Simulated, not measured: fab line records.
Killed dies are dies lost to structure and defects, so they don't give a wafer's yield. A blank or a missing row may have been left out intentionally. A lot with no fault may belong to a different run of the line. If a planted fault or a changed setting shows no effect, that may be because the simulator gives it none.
Which tool is to blame? + flow n5Finfet + 24 lots with 72 wafers sampled at 2 steps, on a route of 1938 steps

== WHAT THE GAUGES SHOWED, per wafer ==
N5_ILD0_INSPECT_06: inspects for defects (darkfield).
| lot  | measured    | on               | rawDefectCount |
|------|-------------|------------------|----------------|
| L074 | day 3 18:48 | defectInspect-02 | 28 60 41       |
| L075 | day 3 20:56 | defectInspect-02 | 22 27 13       |
| L076 | day 4 07:14 | defectInspect-02 | 30 32 17       |
| L077 | day 4 09:25 | defectInspect-02 | 27 38 16       |
| L078 | day 4 15:47 | defectInspect-01 | 24 30 51       |
| L079 | day 4 23:14 | defectInspect-02 | 16 31 21       |
| L080 | day 5 08:02 | defectInspect-02 | 33 72 43       |
| L081 | day 5 12:02 | defectInspect-01 | 24 20 18       |
| L082 | day 5 17:13 | defectInspect-02 | 31 34 43       |
| L083 | day 6 00:26 | defectInspect-02 | 23 12 7        |
| L084 | day 6 02:35 | defectInspect-02 | 44 38 50       |
| L085 | day 6 09:37 | defectInspect-02 | 29 24 31       |
| L086 | day 6 17:04 | defectInspect-01 | 48 40 23       |
| L087 | day 6 21:50 | defectInspect-02 | 24 28 26       |
| L088 | day 7 04:07 | defectInspect-02 | 57 67 63       |
| L089 | day 7 13:31 | defectInspect-02 | 58 38 28       |
| L090 | day 7 18:05 | defectInspect-01 | 47 34 32       |
| L091 | day 7 23:51 | defectInspect-02 | 55 55 42       |
| L093 | day 8 12:28 | defectInspect-02 | 14 29 30       |
| L092 | day 8 19:10 | defectInspect-01 | 53 87 47       |
| L094 | day 8 22:30 | defectInspect-02 | 23 49 23       |
| L095 | day 9 02:19 | defectInspect-01 | 45 36 48       |
| L096 | day 9 06:17 | defectInspect-01 | 35 8 26        |
| L097 | day 9 13:08 | defectInspect-01 | 50 34 53       |

== EACH LOT AND THE TOOL THAT RAN IT (in order: tool; ch and the chambers of the sampled wafers; start) ==
| lot  | N5_ILD0_CMP_12               |
|------|------------------------------|
| L074 | cmp-04 ch 0,3, day 3 18:29   |
| L075 | cmp-01 ch 0,2,3, day 3 20:37 |
| L076 | cmp-04 ch 0,3, day 4 06:55   |
| L077 | cmp-04 ch 2,3, day 4 09:06   |
| L078 | cmp-01 ch 0,2, day 4 15:30   |
| L079 | cmp-01 ch 1,3, day 4 22:57   |
| L080 | cmp-04 ch 0,1, day 5 07:43   |
| L081 | cmp-03 ch 0,1,2, day 5 11:43 |
| L082 | cmp-03 ch 1,2,3, day 5 16:56 |
| L083 | cmp-01 ch 1,2,3, day 6 00:09 |
| L084 | cmp-04 ch 1,2, day 6 02:16   |
| L085 | cmp-03 ch 0,1, day 6 09:20   |
| L086 | cmp-01 ch 0,2,3, day 6 16:44 |
| L087 | cmp-04 ch 0,2, day 6 21:34   |
| L088 | cmp-04 ch 1,2,3, day 7 03:48 |
| L089 | cmp-04 ch 2,3, day 7 13:12   |
| L090 | cmp-01 ch 0,2,3, day 7 17:48 |
| L091 | cmp-04 ch 0,1,3, day 7 23:36 |
| L093 | cmp-04 ch 0,1,3, day 8 12:13 |
| L092 | cmp-03 ch 0,1,3, day 8 18:51 |
| L094 | cmp-04 ch 0,3, day 8 22:11   |
| L095 | cmp-03 ch 1,3, day 9 02:02   |
| L096 | cmp-04 ch 2,3, day 9 06:01   |
| L097 | cmp-01 ch 1,2, day 9 12:51   |
- N5_ILD0_CMP_12: polishes SiNx, stops on poly-Si, t overpolish 6 s, target thk 17.67 nm.

== AS READ BY THE TOOLS THEMSELVES (means over the sampled wafers that have a number; for cases with no such wafer, the mark the record gives instead) ==
N5_ILD0_CMP_12.
| lot  | tool   | motorCurrentA (A) | overpolishRunS (s) | padLifeWafers | timeToEndpointS (s) |
|------|--------|-------------------|--------------------|---------------|---------------------|
| L074 | cmp-04 | 8.7               | 5.995              | 60            | 28.2                |
| L075 | cmp-01 | 9.8               | 5.995              | 968           | 27.4                |
| L076 | cmp-04 | 8.9               | 5.991              | 150           | 28.9                |
| L077 | cmp-04 | 9.7               | 5.996              | 182           | 29.3                |
| L078 | cmp-01 | 10.1              | 6.007              | 1136          | 27.8                |
| L079 | cmp-01 | 9.2               | 5.997              | 1196          | 29.5                |
| L080 | cmp-04 | 8.7               | 5.993              | 398           | 29.7                |
| L081 | cmp-03 | 9.1               | 6.003              | 1087          | 29.6                |
| L082 | cmp-03 | 9.2               | 6.005              | 1130          | 32.7                |
| L083 | cmp-01 | 9.2               | 5.997              | 1412          | 28.0                |
| L084 | cmp-04 | 9.2               | 5.994              | 540           | 28.4                |
| L085 | cmp-03 | 8.4               | 5.989              | 1231          | 29.3                |
| L086 | cmp-01 | 9.7               | 5.994              | 1537          | 25.9                |
| L087 | cmp-04 | 9.4               | 5.999              | 704           | 29.1                |
| L088 | cmp-04 | 9.1               | 6.006              | 751           | 32.2                |
| L089 | cmp-04 | 9.5               | 5.994              | 830           | 30.2                |
| L090 | cmp-01 | 9.6               | 5.988              | 1760          | 24.6                |
| L091 | cmp-04 | 9.1               | 6.003              | 896           | 30.7                |
| L093 | cmp-04 | 9.0               | 6.001              | 986           | 31.4                |
| L092 | cmp-03 | 8.8               | 5.995              | 1706          | 32.6                |
| L094 | cmp-04 | 9.2               | 6.002              | 1074          | 27.8                |
| L095 | cmp-03 | 9.0               | 5.989              | 1766          | 30.7                |
| L096 | cmp-04 | 9.8               | 5.994              | 1148          | 31.9                |
| L097 | cmp-01 | 8.5               | 6.008              | 38            | 28.7                |

== THE ANSWER, worked out from the rows above alone ==
Rule: the usual values come from the lots themselves. The widest of any qualifying gaps counts: lots, ordered by their means at a reading, are off when they make up no more than a third of the lots, leave a main group of 4 or more, and stand apart from it by 3 or more times the standard deviation of that group's means. A main group is skipped when, at the precision printed for the reading in the tables above, its means are all equal. A lot without any number at a reading at which 4 lots or more have one is off too. All remaining lots with rows at the step are treated as sound. First the gauges in route order, then the tools' own readings, where a lot's mean is used as printed above. The first step at which some lot is off is used, and at that step the reading that is off furthest; a lot without a number counts as furthest.
Nothing can be told from this: no lot is off at any reading shown.

== WHAT HAD BEEN PUT IN BY THE SIMULATOR ==
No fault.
